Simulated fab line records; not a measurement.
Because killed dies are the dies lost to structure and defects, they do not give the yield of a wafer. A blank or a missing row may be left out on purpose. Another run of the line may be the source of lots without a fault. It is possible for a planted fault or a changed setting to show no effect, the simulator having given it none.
Matching of chambers :: flow n5Finfet :: N5_FIN_SAQP_STRIP_55 on rieDiel-05: 4 sister chambers
The step strips in N2/H2. 4 wafers are shown with their chamber, then 7 later ones without.

## WAFERS, EACH WITH ITS CHAMBER
wafer: L076.1
chamber: 1
throttleValvePct (%): 19.0

wafer: L076.4
chamber: 2
throttleValvePct (%): 18.5

wafer: L083.2
chamber: 3
throttleValvePct (%): 19.3

wafer: L083.3
chamber: 0
throttleValvePct (%): 18.7

## WAFERS MISSING THEIR CHAMBER
wafer: L083.4
throttleValvePct (%): 18.7

wafer: L089.2
throttleValvePct (%): 18.6

wafer: L089.5
throttleValvePct (%): 19.3

wafer: L089.6
throttleValvePct (%): 18.5

wafer: L096.1
throttleValvePct (%): 18.7

wafer: L096.2
throttleValvePct (%): 18.6

wafer: L096.5
throttleValvePct (%): 19.1

## WHICH CHAMBER EACH ONE RAN IN
wafer: L083.4
from the rows above: 0
in truth: 0

wafer: L089.2
from the rows above: can't be placed: 0 or 2
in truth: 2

wafer: L089.5
from the rows above: 3
in truth: 3

wafer: L089.6
from the rows above: 2
in truth: 2

wafer: L096.1
from the rows above: 0
in truth: 0

wafer: L096.2
from the rows above: can't be placed: 0 or 2
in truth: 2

wafer: L096.5
from the rows above: can't be placed: 1 or 3
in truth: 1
Placed correctly: 4 of 7. Cannot be placed on the basis of these rows: 3; the candidates contain the true chamber in 3. Number placed wrongly: 0.
How it was worked out, from the rows above alone: a wafer's distance from a chamber is the root of the sum, over the readings, of the square of ((its reading less the chamber's mean) divided by the reading's scatter). The wafer belongs to the nearest chamber; if the next one is less than 2 further off, it can't be placed. For every chamber, the mean is computed from those of its wafers that are shown. The scatter: root of mean squared gap, hidden wafer to nearest shown wafer, with one shown wafer a chamber.
